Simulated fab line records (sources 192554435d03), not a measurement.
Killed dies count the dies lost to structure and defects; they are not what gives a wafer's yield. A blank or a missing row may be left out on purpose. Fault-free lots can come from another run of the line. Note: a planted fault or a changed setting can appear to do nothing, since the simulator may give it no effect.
fab line records | flow n5Finfet
record: lots: 10 wafers: 30 lastDay: 18
route steps=1938 shown BEOL_M12@1615 BEOL_M13@1660 PASSIVATION@1936
lots with no fault: from the same line, run without faults
startH: start of the lot's first displayed wafer, in hours after the record's first day | waitH: time in hours since the lot's previous step | " unchanged from the row above | L1.1+2: a single row standing in for several wafers | - either no value or no given start | * or withheld: withheld | < > ~ a bound
route shown NAME@n: NAME is a module with steps in the file, n the number in the route of the first one | usual: mean/standard deviation of fault-free wafers | same: alike in all rows | chamber/n: place in a boat | sites: readings site by site | _std_site: standard deviation across them | _edge_site: outer sites' mean less inner sites' | radiusMm: how far each site lies from the wafer's centre | mask NAME#n: copy n | behind: the most recent tool/chamber to have shaped the wafer | hold: the reason the lot was held/the length of the hold in hours/how it ended | device: transistor that didn't switch, given as n, p or np | end of line: the route-end tests of the same wafers | step lacking rows: just its recipe | killed: count of dies lost to structure and defects at first sort (not the wafer's yield) | map: a wafer's dies, x killed, . not, _ none there
set.NAME: the setting that was run; set.NAME@STEP: the one run at that earlier step | model.NAME: the simulator's own value behind a step, which no gauge read
route steps across a sampled set of lots; one table per step, one row per wafer
services: from which hour (startH, from the record's first day; less than 0 if before it) a tool's chamber was out of use, for how many hours, and why
== steps ==
step: N5_BEOL_M12_DESCUM_15
recipe: chemistry: O2 timeS: 7.9 sourcePowerW: 50 biasPowerW: 20 pressureMtorr: 20 rfFrequencyHz: 2.712e+07 tempC: 40 o2FlowSccm: 225
usual: biasPowerW: 20.00/0.061 drypumpMotorCurrentA: 5.8/0.33 oesProductAu: 0.79/0.069 rfVppV: 242.8/1.6 showerheadPlenumPTorr: 2.07/0.078 tempC: 39.98/0.12 throttleValvePct: 20.44/0.28
columns lot.wafer tool chamber startH waitH biasPowerW drypumpMotorCurrentA oesProductAu rfHoursCounterH rfVppV showerheadPlenumPTorr tempC throttleValvePct
L992.1 rieDiel-04 0 259.60 0.0 19.99 5.5 0.83 97 242.0 2.03 39.96 20.15
L992.5 " 0 " " 20.00 5.5 0.82 - 242.3 2.03 40.12 20.14
L992.6 " 1 " " 19.94 6.2 0.83 - 244.2 2.20 40.10 20.33
L994.1 rieDiel-03 1 263.71 0.0 20.06 6.3 0.88 42 241.0 2.04 40.00 20.03
L994.5 " 3 " " 20.02 5.9 0.73 - 241.3 1.99 39.97 20.65
L994.6 " 2 " " 19.99 5.5 0.73 - 243.6 2.18 40.01 20.90
L993.1 rieDiel-01 1 269.19 0.0 19.98 6.0 0.96 4 241.9 2.06 40.16 20.16
L993.3 " 0 " " 19.97 6.0 0.78 133 240.7 2.02 40.17 20.22
L993.4 " 2 " " 20.01 6.2 0.69 243 243.6 2.07 39.95 20.43
L997.1 rieDiel-01 1 279.01 0.1 20.00 6.0 0.94 7 243.9 2.06 40.03 20.18
L997.3 " 0 " " 19.98 6.0 0.79 137 241.3 2.02 39.99 20.20
L997.5 " 0 " " 20.07 6.1 0.78 - 241.0 2.02 39.91 20.20
L996.2 rieDiel-03 1 281.52 0.0 20.02 6.4 0.87 47 242.4 2.04 40.11 20.05
L996.3 " 2 " " 19.92 5.5 0.73 180 244.4 2.18 40.05 20.91
L996.4 " 0 " " 19.96 5.1 0.88 38 242.2 2.03 40.03 20.27
L100.2 rieDiel-04 2 305.69 0.0 19.92 5.6 0.72 219 242.2 2.14 40.04 20.83
L100.5 " 1 " " 19.95 6.2 0.81 - 244.1 2.20 40.01 20.37
L100.6 " 0 " " 20.04 5.5 0.81 - 242.2 2.03 40.07 20.16
L106.1 rieDiel-04 2 332.27 0.0 20.07 5.6 0.72 229 243.9 2.14 39.97 20.85
L106.2 " 0 " " 19.99 5.5 0.79 120 241.7 2.02 40.03 20.18
L106.4 " 1 " " 20.05 6.2 0.80 84 244.0 2.19 39.86 20.36
L110.3 rieDiel-01 3 376.42 0.0 20.06 5.7 0.72 197 240.9 1.99 39.60 20.75
L110.4 " 2 " " 19.91 6.2 0.91 21 241.3 2.06 39.85 20.11
L110.6 " 0 " " 20.10 6.0 0.74 - 242.2 2.00 39.99 20.27
L112.2 rieDiel-04 0 377.46 0.3 19.93 5.5 0.78 141 241.9 2.02 39.86 20.20
L112.3 " 1 " " 20.03 6.2 0.79 90 244.1 2.19 39.75 20.39
L112.6 " 3 " " 19.92 5.7 0.77 - 243.4 2.19 39.94 20.60
L113.1 rieDiel-04 1 380.62 0.2 20.01 6.2 0.79 92 246.0 2.19 40.09 20.37
L113.2 " 3 " " 19.99 5.7 0.76 110 245.4 2.19 39.98 20.59
L113.5 " 3 " " 19.90 5.7 0.76 - 244.9 2.19 40.03 20.60
step: N5_BEOL_M12_SPUTTER_44
recipe: material: Ta targetThkA: 100 tempC: 50 biasV: 80 powerW: 15000 chamberPressurePa: 0.07 timeS: 16.13
usual: biasV: 79.9/0.86 throttleValvePct: 30.1/1.1
columns lot.wafer tool chamber startH waitH biasV throttleValvePct
L992.1 pvdSputter-02 - 262.06 0.0 80.3 29.7
L992.5 " - " " 80.3 31.3
L992.6 " - " " 79.6 29.3
L994.1 pvdSputter-01 - 266.75 0.0 78.7 29.8
L994.5 " - " " 80.8 32.0
L994.6 " - " " 78.3 29.5
L993.1 pvdSputter-03 - 273.44 0.0 78.7 28.3
L993.3 " - " " 81.1 30.6
L993.4 " - " " 81.5 31.6
L997.1 pvdSputter-01 - 283.79 0.0 80.7 29.7
L997.3 " - " " 80.6 29.9
L997.5 " - " " 79.8 29.7
L996.2 pvdSputter-03 - 284.19 0.0 79.9 31.0
L996.3 " - " " 79.5 30.0
L996.4 " - " " 79.8 30.0
L100.2 pvdSputter-02 - 308.10 0.0 79.9 29.6
L100.5 " - " " 80.2 28.1
L100.6 " - " " 80.4 31.1
L106.1 pvdSputter-02 - 336.47 0.0 79.4 29.7
L106.2 " - " " 80.7 28.1
L106.4 " - " " 81.0 28.0
L110.3 pvdSputter-02 - 383.86 0.0 78.8 29.6
L110.4 " - " " 81.1 31.0
L110.6 " - " " 78.6 30.6
L112.2 pvdSputter-01 - 387.76 0.0 79.7 32.3
L112.3 " - " " 80.1 29.6
L112.6 " - " " 79.0 29.6
L113.1 pvdSputter-01 - 396.08 0.0 79.4 29.4
L113.2 " - " " 80.1 29.7
L113.5 " - " " 79.2 29.8
step: N5_BEOL_M12_SPUTTER_45
recipe: material: Cu targetThkA: 800 tempC: -20 biasV: 60 powerW: 26000 chamberPressurePa: 0.13 timeS: 13.33
usual: biasV: 60.0/0.61 throttleValvePct: 30.1/1.1
columns lot.wafer tool chamber startH waitH biasV throttleValvePct
L992.1 pvdSputter-02 - 262.14 0.0 60.4 29.2
L992.5 " - " " 59.8 31.3
L992.6 " - " " 59.9 29.6
L994.1 pvdSputter-01 - 266.83 0.0 60.1 29.5
L994.5 " - " " 59.8 31.8
L994.6 " - " " 60.5 29.6
L993.1 pvdSputter-03 - 273.52 0.0 60.2 28.5
L993.3 " - " " 59.6 30.6
L993.4 " - " " 59.1 31.2
L997.1 pvdSputter-01 - 283.87 0.0 59.1 29.6
L997.3 " - " " 59.6 29.5
L997.5 " - " " 59.0 29.4
L996.2 pvdSputter-03 - 284.27 0.0 59.4 31.3
L996.3 " - " " 60.1 30.6
L996.4 " - " " 60.7 30.0
L100.2 pvdSputter-02 - 308.18 0.0 60.1 29.2
L100.5 " - " " 60.1 28.1
L100.6 " - " " 60.7 30.9
L106.1 pvdSputter-02 - 336.55 0.0 59.8 29.7
L106.2 " - " " 59.3 28.4
L106.4 " - " " 60.3 28.2
L110.3 pvdSputter-02 - 383.94 0.0 59.8 29.9
L110.4 " - " " 59.8 31.5
L110.6 " - " " 60.3 30.5
L112.2 pvdSputter-01 - 387.84 0.0 60.4 32.2
L112.3 " - " " 60.3 29.7
L112.6 " - " " 59.6 29.8
L113.1 pvdSputter-01 - 396.16 0.0 59.5 29.8
L113.2 " - " " 60.4 30.1
L113.5 " - " " 59.7 29.4
step: N5_BEOL_M12_CMP_49
recipe: stopOn: SiOC tOverpolishS: 20.6 downForcePsi: 1 platenRpm: 50 clearingPlatenDownForcePsi: 1.5 clearingPlatenRpm: 50 postCmpClean: cuAlkaline targetThkNm: 320 clearingPlatenPadVelocityMS: 0.99484 padVelocityMS: 0.99484
usual: barrierFieldEndpointS: 30.4/0.77 edgeZonePressureFrac: 1.000/0.0052 motorCurrentA: 6.1/0.76 padLifeWafers: 1088/560
columns lot.wafer tool chamber startH waitH barrierFieldEndpointS edgeZonePressureFrac motorCurrentA padLifeWafers
L992.1 cmp-03 2 263.05 0.3 31.9 0.998 6.3 908
L992.5 " 0 " " 31.2 1.006 5.7 -
L992.6 " 1 " " 31.0 1.001 5.7 -
L994.1 cmp-04 0 267.42 0.3 29.8 0.998 5.3 1693
L994.5 " 3 " " 29.9 0.997 5.8 -
L994.6 " 0 " " 30.0 1.000 5.3 -
L993.4 cmp-02 3 274.08 0.1 30.5 1.008 5.6 180
L993.3 " 1 " " 29.5 1.003 6.8 182
L993.1 " 2 " " 29.1 0.992 5.5 183
L997.3 cmp-04 3 284.46 0.2 25.6 0.999 5.6 1837
L997.1 " 0 " " 29.2 1.004 5.4 1838
L997.5 " 3 " " 29.6 1.006 5.9 -
L996.4 cmp-03 2 285.66 0.2 30.9 0.995 6.0 1092
L996.2 " 0 " " 30.9 1.002 5.9 1094
L996.3 " 1 " " 30.2 1.006 5.9 1095
L100.2 cmp-02 1 308.86 0.3 29.5 0.985 6.1 453
L100.6 " 2 " " 29.2 0.997 5.2 -
L100.5 " 3 " " 29.7 1.000 5.6 -
L106.1 cmp-04 1 337.11 0.3 30.8 1.006 6.1 234
L106.4 " 2 " " 30.8 0.996 6.6 235
L106.2 " 3 " " 31.1 1.002 5.6 236
L110.4 cmp-04 1 384.75 0.2 30.6 0.999 6.7 709
L110.3 " 3 " " 29.7 1.002 5.9 711
L110.6 " 0 " " 30.4 0.997 5.2 -
L112.3 cmp-02 1 388.40 0.2 30.2 1.012 6.5 1038
L112.2 " 2 " " 29.5 1.003 5.0 1039
L112.6 " 2 " " 30.0 0.989 5.3 -
L113.1 cmp-04 2 396.76 0.3 30.7 0.996 6.8 793
L113.2 " 0 " " 29.6 0.999 5.4 795
L113.5 " 2 " " 30.9 0.994 7.1 -
step: N5_BEOL_M13_THK_MEAS_01
recipe: reads: SiOC_of_BEOL_M13_ILD_DEP_00
usual: M13_ILD_THK: 832/9.7
columns lot.wafer tool chamber startH waitH M13_ILD_THK[nm]
L992.1 filmMetro-01 - 263.61 0.1 822
L992.5 " - " " 836
L992.6 " - " " 824
L994.1 filmMetro-01 - 268.08 0.2 812
L994.5 " - " " 829
L994.6 " - " " 825
L993.1 filmMetro-01 - 274.72 0.1 828
L993.3 " - " " 818
L993.4 " - " " 829
L997.1 filmMetro-01 - 285.06 0.1 826
L997.3 " - " " 826
L997.5 " - " " 838
L996.2 filmMetro-01 - 286.30 0.1 834
L996.3 " - " " 837
L996.4 " - " " 837
L100.2 filmMetro-02 - 309.38 0.1 816
L100.5 " - " " 840
L100.6 " - " " 836
L106.1 filmMetro-02 - 337.74 0.1 828
L106.2 " - " " 836
L106.4 " - " " 846
L110.3 filmMetro-01 - 385.40 0.1 830
L110.4 " - " " 840
L110.6 " - " " 837
L112.2 filmMetro-01 - 389.03 0.1 829
L112.3 " - " " 816
L112.6 " - " " 836
L113.1 filmMetro-02 - 397.42 0.2 842
L113.2 " - " " 824
L113.5 " - " " 841
step: N5_PASSIVATION_PROBE_49
usual: defectLimitedYield: 91.2/1.5 killed_at_M0_to_M3: 32/9.6 killed_at_M4_up: 13/5.3 killedAtContacts: 13/6.7 killedAtFrontEnd: 42/11 killedAtOther: 3.8/2.9 killedDies: 103/17 killedOpen: 67/13 killedShort: 35/7.9 sort_bin_5_function: 5.2/0.94 sort_bin_6_memory: 3.3/0.64 sortNPass: 1077/17 sortYieldPct: 91.2/1.5
same: grossDies: 1180 killedAtBackSide: 0 sort_bin_4_leakage[%]: 0 sort_bin_8_speed[%]: 0
columns lot.wafer tool chamber startH waitH defectLimitedYield[%] killed_at_M0_to_M3 killed_at_M4_up killedAtContacts killedAtFrontEnd killedAtOther killedDies killedOpen killedShort sort_bin_5_function[%] sort_bin_6_memory[%] sortNPass sortYieldPct[%]
L993.1 prober-02 - 308.96 0.0 91.0 32 22 9 38 5 106 79 25 5.7 3.1 1074 91.0
L993.3 prober-02 - 309.06 0.1 91.1 24 25 10 43 3 105 72 28 4.3 4.2 1075 91.1
L993.4 prober-02 - 309.11 0.2 92.1 13 20 6 53 1 93 59 34 4.7 2.9 1087 92.1
killed by level:class
L993.1 STI_FIN_REVEAL:geometricParticle:open=23 BEOL_M4:geometricParticle:open=12 BEOL_M2:geometricParticle:open=9 MOL_CONTACT_COAG:geometricParticle:open=7 BEOL_M0:geometricParticle:open=7 BEOL_M4:geometricParticle:short=5 BEOL_M1:geometricParticle:open=5 BEOL_M3:geometricParticle:open=4
L993.3 STI_FIN_REVEAL:geometricParticle:open=16 BEOL_M4:geometricParticle:open=10 MOL_CONTACT_COAG:geometricParticle:open=9 DUMMY_GATE:geometricParticle:open=6 BEOL_M0_SAQP:geometricParticle:short=6 STI_FIN_REVEAL:geometricParticle:short=5 BEOL_M0_SAQP:geometricParticle:open=5 BEOL_M1:geometricParticle:open=5
L993.4 STI_FIN_REVEAL:geometricParticle:open=15 DUMMY_GATE:geometricParticle:open=8 BEOL_M4:geometricParticle:short=8 FIN_SAQP:geometricParticle:short=6 STARTING-WAFER:geometricParticle:open=6 FIN_SAQP:geometricParticle:open=5 STI_FIN_REVEAL:geometricParticle:short=5 BEOL_M0:geometricParticle:open=5
== services ==
columns tool chamber startH hours kind
rieDiel-04 - 240.08 14.6 pm
cmp-03 - 243.11 0.5 repair
rieDiel-01 1 244.09 - clean
cmp-02 - 247.15 4.0 pm
cmp-04 - 252.97 1.8 repair
cmp-02 - 256.86 1.4 repair
pvdSputter-03 - 271.86 1.3 repair
cmp-04 - 301.93 4.0 pm
cmp-04 - 305.93 - consumableReplace:conditioner
cmp-04 - 305.93 - consumableReplace:pad
cmp-04 - 323.99 2.3 repair
cmp-02 - 326.83 0.7 repair
rieDiel-04 1 344.77 30.9 repair
cmp-02 - 348.91 3.7 pm
cmp-03 - 350.81 3.5 repair
cmp-02 - 352.96 1.1 repair
rieDiel-03 - 361.14 2.8 pm
rieDiel-04 2 376.09 - clean
rieDiel-04 2 376.09 - consumableReplace:focusRing
rieDiel-04 2 376.09 16.8 scheduledDown
rieDiel-04 2 376.09 16.8 ventCycle
rieDiel-04 1 384.65 6.6 repair
rieDiel-01 2 393.40 8.3 repair
rieDiel-03 - 395.93 0.4 repair
== key ==
firstSign: step: N5_BEOL_M12_CMP_49 reading: barrierFieldEndpointS direction: down sigmas: 6.2 usual: 30.4 struck: 25.6
effect none on later readings
metAt N5_BEOL_M12_SPUTTER_44
struckLots L997
struckWafers L997.3
notActingAt N5_BEOL_M12_DESCUM_15,N5_BEOL_M12_SPUTTER_45,N5_BEOL_M13_THK_MEAS_01
onsetBetween 266.75 283.79
fault: kind: processParameterDrift tool: pvdSputter-01 chamber: - onsetH: 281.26 steps: N5_BEOL_M12_SPUTTER_44 channel: timeS offset: * shape: step endH: 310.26 scope: struckWafersOnly actsIn: * stated: *
